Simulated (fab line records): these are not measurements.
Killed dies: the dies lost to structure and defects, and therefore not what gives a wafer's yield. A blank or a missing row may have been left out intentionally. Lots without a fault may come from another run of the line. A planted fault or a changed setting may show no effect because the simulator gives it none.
One fault seen from 2 desks | flow nand harc | what lay behind the numbers comes last; until then each desk has only its own

## METROLOGY DESK
What the gauges read, lot by lot, whatever tool the lot ran on: means of the sampled wafers that have a number. If a lot's mean is further than 4 standard deviations from the usual mean, the lot is out of limits and carries the mark OUT (the distance appears in the brackets).
Columns: A = cd nm at NHARC_A_BONDPAD_CD_MEAS_09, usual 499.3 nm
lot  | first seen here | A
L591 | day 18 04:31    | 501.5
L592 | day 18 10:05    | 497.6
L596 | day 18 10:14    | 499.0
L597 | day 18 19:52    | 501.0
L600 | day 20 13:53    | 499.9
L603 | day 21 01:01    | 495.0
L605 | day 21 05:45    | 499.9
L606 | day 21 16:00    | 494.3
L604 | day 22 00:59    | 500.2
L607 | day 22 01:29    | 500.8
L612 | day 22 16:05    | 501.3
L613 | day 23 01:54    | 493.0
L611 | day 23 06:24    | 498.5
L614 | day 23 09:38    | 499.6
This desk's finding: nothing out of limits on any of the 14 lots.

## AT THE TOOL OWNER'S DESK: pecvd-04
The tool's own readings at NHARC_A_STAIRCASE_DEP_417 (deposits Si3N4, target thk 60 nm): means of the sampled wafers that have a number, for each lot that ran on this tool. If a lot's mean is further than 4 standard deviations from the usual mean, the lot is out of limits and carries the mark OUT (the distance appears in the brackets).
Columns: A = heater power w at NHARC_A_STAIRCASE_DEP_417, usual 702 W
lot  | first seen here | A
L592 | day 12 12:53    | 720
L596 | day 12 17:44    | 760
L597 | day 13 05:05    | 693
L600 | day 14 11:55    | 707
L611 | day 17 09:32    | 740
This desk's finding: nothing out of limits on any of the 5 lots.

## PUT TOGETHER
Metrology desk: nothing out of limits seen.
The desk of the tool owner found nothing out of limits.

## WHAT THE SIMULATOR HAD PUT IN
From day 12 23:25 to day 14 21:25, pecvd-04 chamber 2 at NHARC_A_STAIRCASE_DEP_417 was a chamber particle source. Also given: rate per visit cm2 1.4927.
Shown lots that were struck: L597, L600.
